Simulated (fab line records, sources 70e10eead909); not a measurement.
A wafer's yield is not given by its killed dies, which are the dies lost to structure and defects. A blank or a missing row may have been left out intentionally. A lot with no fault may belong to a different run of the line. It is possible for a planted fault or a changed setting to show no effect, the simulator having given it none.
Commonality check across tools    flow nandHarc    12 lots, 36 wafers sampled

## WHAT PROMPTED THE OPENING
Flagged at NHARC_END_SORT_01: reading sort_bin_3_pct, on 2 of 12 lots. No-fault wafers: 0.28 %, standard deviation 0.22.
Rule: flag the lot when none of its wafers has a number, or when each of its wafers that has one lies beyond 4 standard deviations from that mean. All remaining lots are regarded as sound.

lot   measured      on         sort_bin_3_pct (%), wafer by wafer  flag
L487  day 19 05:39  prober-01  0 0 0                               
L491  day 19 21:23  prober-02  0.30 0.44 0                         
L488  day 19 21:26  prober-01  0.44 0.15 0.30                      
L493  day 20 17:20  prober-02  0.15 0 0.15                         
L495  day 21 02:19  prober-01  0.30 0.15 0.30                      
L497  day 22 05:27  prober-01  3.25 3.69 3.25                      FLAGGED
L499  day 22 05:32  prober-02  0.15 0.30 0.30                      
L500  day 23 13:31  prober-02  3.84 2.81 2.81                      FLAGGED
L506  day 24 05:10  prober-02  0.15 0.15 0                         
L505  day 24 12:55  prober-02  0.15 0.74 0.30                      
L510  day 24 23:37  prober-02  0 0.15 0.44                         
L509  day 25 07:42  prober-01  0.89 0.30 0.44                      
Average over the flagged lots: 3.27 %; offset from the usual +3.00 %, equal to +14 standard deviations.

## TOOL THAT RAN EACH LOT
The record holds 3 process steps before the reading, out of a route of 1159 steps. In each cell: the tool, then ch and the chambers that the sampled wafers went through, then the start.
lot   flag     NHARC_A_BONDPAD_ETCH_12            NHARC_A_BONDPAD_PVD_27                  NHARC_THIN_TSV_CMP_01
L487           rieDiel-02 ch 1,2,3, day 17 18:45  pvdSputter-03, day 18 12:23 or earlier  cmp-01 ch 0,3, day 18 13:49
L491           rieDiel-06 ch 1,3, day 18 09:59    pvdSputter-02, day 18 19:29 or earlier  cmp-01 ch 2,3, day 18 23:17
L488           rieDiel-06 ch 0,1,2, day 18 05:33  pvdSputter-03, day 18 19:29 or earlier  cmp-04 ch 1,2,3, day 19 00:29
L493           rieDiel-06 ch 1,2, day 19 10:41    pvdSputter-02, day 19 22:57 or earlier  cmp-01 ch 0,2,3, day 20 00:25
L495           rieDiel-02 ch 2,3, day 19 20:29    pvdSputter-01, day 20 08:35 or earlier  cmp-01 ch 1,2,3, day 20 10:02
L497  FLAGGED  rieDiel-06 ch 2,3, day 20 19:41    pvdSputter-03, day 21 08:17 or earlier  cmp-01 ch 2,3, day 21 10:56
L499           rieDiel-02 ch 0,2,3, day 20 16:20  pvdSputter-03, day 21 08:18 or earlier  cmp-03 ch 0,1, day 21 09:45
L500  FLAGGED  rieDiel-06 ch 0,1,2, day 21 22:22  pvdSputter-03, day 22 12:27 or earlier  cmp-03 ch 2,3, day 22 20:13
L506           rieDiel-02 ch 0,1,2, day 22 15:16  pvdSputter-02, day 23 03:58 or earlier  cmp-04 ch 1,2,3, day 23 05:25
L505           rieDiel-02 ch 0,1, day 23 01:59    pvdSputter-01, day 23 14:23 or earlier  cmp-04 ch 0,1, day 23 15:50
L510           rieDiel-02 ch 0,1, day 23 08:58    pvdSputter-01, day 23 23:40 or earlier  cmp-03 ch 0,1,3, day 24 01:08
L509           rieDiel-02 ch 0,2, day 23 16:35    pvdSputter-01, day 24 06:09 or earlier  cmp-01 ch 1,3, day 24 08:48
What these steps do:
- NHARC_A_BONDPAD_ETCH_12: etches the open film in CHF3/O2, target depth 220 nm, time 110 s.
- NHARC_A_BONDPAD_PVD_27: deposits Cu, target thk 30 nm, time 20.49 s.
- NHARC_THIN_TSV_CMP_01: polishes.
- NHARC_END_SORT_01

## FLAGGED OVER TOTAL, TOOL BY TOOL (the gauges that took the reading come last)
step                     tool           lots run  flagged  share of the flagged lots  sound lots run after its first flagged lot
NHARC_A_BONDPAD_ETCH_12  rieDiel-02     7         0        none                       -
NHARC_A_BONDPAD_ETCH_12  rieDiel-06     5         2        all                        0
NHARC_A_BONDPAD_PVD_27   pvdSputter-01  4         0        none                       -
NHARC_A_BONDPAD_PVD_27   pvdSputter-02  3         0        none                       -
NHARC_A_BONDPAD_PVD_27   pvdSputter-03  5         2        all                        1 (L499)
NHARC_THIN_TSV_CMP_01    cmp-01         6         1        some                       1 (L509)
NHARC_THIN_TSV_CMP_01    cmp-03         3         1        some                       1 (L510)
NHARC_THIN_TSV_CMP_01    cmp-04         3         0        none                       -
NHARC_END_SORT_01        prober-01      5         1        some                       1 (L509)
NHARC_END_SORT_01        prober-02      7         1        some                       3 (L506,L505,L510)
With no start given for some of its lots, NHARC_A_BONDPAD_PVD_27 uses the hours and lot order of NHARC_HYBRID_BOND_OVL_MEAS_05.

## WHAT THE TABLE ALLOWS
rieDiel-06 at NHARC_A_BONDPAD_ETCH_12 and pvdSputter-03 at NHARC_A_BONDPAD_PVD_27 are the 2 rows of the table that ran each flagged lot.
- rieDiel-06 at NHARC_A_BONDPAD_ETCH_12: 2 of its 5 lots flagged. It ran its last sound lot, L493, at day 19 10:41 and its first flagged lot, L497, at day 20 19:41: a fault with its onset between the two fits.
- pvdSputter-03 at NHARC_A_BONDPAD_PVD_27: 2 of its 5 lots flagged. Lots that were sound ran on it after the first flagged one (L499); a persistent fault on the entire tool would not allow that.
Just one tool remains: rieDiel-06 at NHARC_A_BONDPAD_ETCH_12.

## WHAT WAS PUT IN BY THE SIMULATOR
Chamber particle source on rieDiel-06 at NHARC_A_BONDPAD_ETCH_12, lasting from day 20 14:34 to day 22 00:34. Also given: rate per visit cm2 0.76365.
Shown lots that were struck: L497, L500. The rule above reached the same finding.
